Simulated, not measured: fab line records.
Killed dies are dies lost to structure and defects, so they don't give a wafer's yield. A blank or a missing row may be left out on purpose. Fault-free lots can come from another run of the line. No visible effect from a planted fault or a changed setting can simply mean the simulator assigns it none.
Problem report, 8D (eight disciplines) form, completed by code + flow nand_harc + the parts of the form that need people (team, actions taken, sign-off) are left out

== 1. PROBLEM STATEMENT ==
At NHARC_A_ONON_D2_THK_MEAS_34, thk_nm averages 180.4 nm over 2 wafers from 2 lots, while fault-free wafers read 199.5 nm, standard deviation 2.4. That is -7.9 standard deviations from the usual mean.
The step: measures by ellipsometry.
Seen first at day 18 14:59 on film_metro-02, wafer L663.4. Wafers with a number at this step in the record: 39, from 13 lots. The rule behind "out" and "out of limits": a value lying over 4 standard deviations away from the usual mean. Any other wafer with a number is counted as sound.

== 2. WHAT THIS IS AND IS NOT ==
| question                    | is                | is not                                                                                       |
|-----------------------------|-------------------|----------------------------------------------------------------------------------------------|
| which readings at this step | thk_nm            | -                                                                                            |
| which lots                  | L663, L666        | L651, L653, L655, L657, L658, L659, L660, L671, L672, L673, L674                             |
| which wafers of those lots  | L663.4, L666.2    | L663.2, L663.5, L666.1, L666.3                                                               |
| read on which gauges        | film_metro-02     | film_metro-01                                                                                |
| when                        | from day 18 14:59 | up to then (23 sound wafers); but 14 sound wafers of L666, L671, L672, L673, L674 came after |

== 3. WHAT RULES OUT EACH SUSPECT ==
Counting: any tool at a process step up to the reading remains a suspect provided it ran every lot that is out. Sound lots after the first of them don't rule it out here, since some wafers of a struck lot are sound.
- the gauge at NHARC_A_ONON_D2_THK_MEAS_34: kept. All the wafers that are out were read on film_metro-02, and no step on other tools shows them out.
- pecvd-01 at NHARC_A_ONON_D2_DEP_33 (deposits SiO2, target thk 200 nm): kept. It processed each lot that is out (first: L663, day 18 14:38); up to then, its last sound lot is L659 (day 16 05:03).
- At NHARC_A_ONON_D2_DEP_33, inside pecvd-01: chamber 1 took the wafers that are out, while their sound lot-mates went through chambers 0, 2.
Left after counting: pecvd-01 at NHARC_A_ONON_D2_DEP_33, film_metro-02 at NHARC_A_ONON_D2_THK_MEAS_34.

== 4. THE CAUSE (what the simulator had put in) ==
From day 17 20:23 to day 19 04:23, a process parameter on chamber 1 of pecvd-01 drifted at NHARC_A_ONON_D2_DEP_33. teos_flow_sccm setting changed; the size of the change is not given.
After counting, 2 suspects remain, this tool included.

== 5. THE CHAIN OF EFFECTS, in route order ==
Each row: a reading where the mean over the struck wafers with a number is more than 3 standard deviations away from the usual. Scope: only readings with a usual standard deviation given in the record; hours: median across lots of the time from each lot's start at the first step in this table that gives one to its start at this step; sigmas: change in usual standard deviations.
| hours | step                        | reading | usual    | on struck wafers | change | sigmas |
|-------|-----------------------------|---------|----------|------------------|--------|--------|
| 0     | NHARC_A_ONON_D2_THK_MEAS_34 | thk_nm  | 199.5 nm | 180.4            | -19.1  | -7.9   |

== 6. WHAT WOULD HAVE CAUGHT IT SOONER ==
Counted from the fault's start at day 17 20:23, it took 19 hours until the first out-of-limits reading at a measuring or inspecting step in this record, taken at day 18 14:59.
No tool reading at NHARC_A_ONON_D2_DEP_33 that has a usual standard deviation in the record was out on any struck wafer, so an alarm limit of 4 standard deviations on those readings would not have fired.
Of the lots that are out (2), L666 began NHARC_A_ONON_D2_DEP_33 on pecvd-01 after day 18 14:59. A tool hold placed at that time would have kept it from harm.
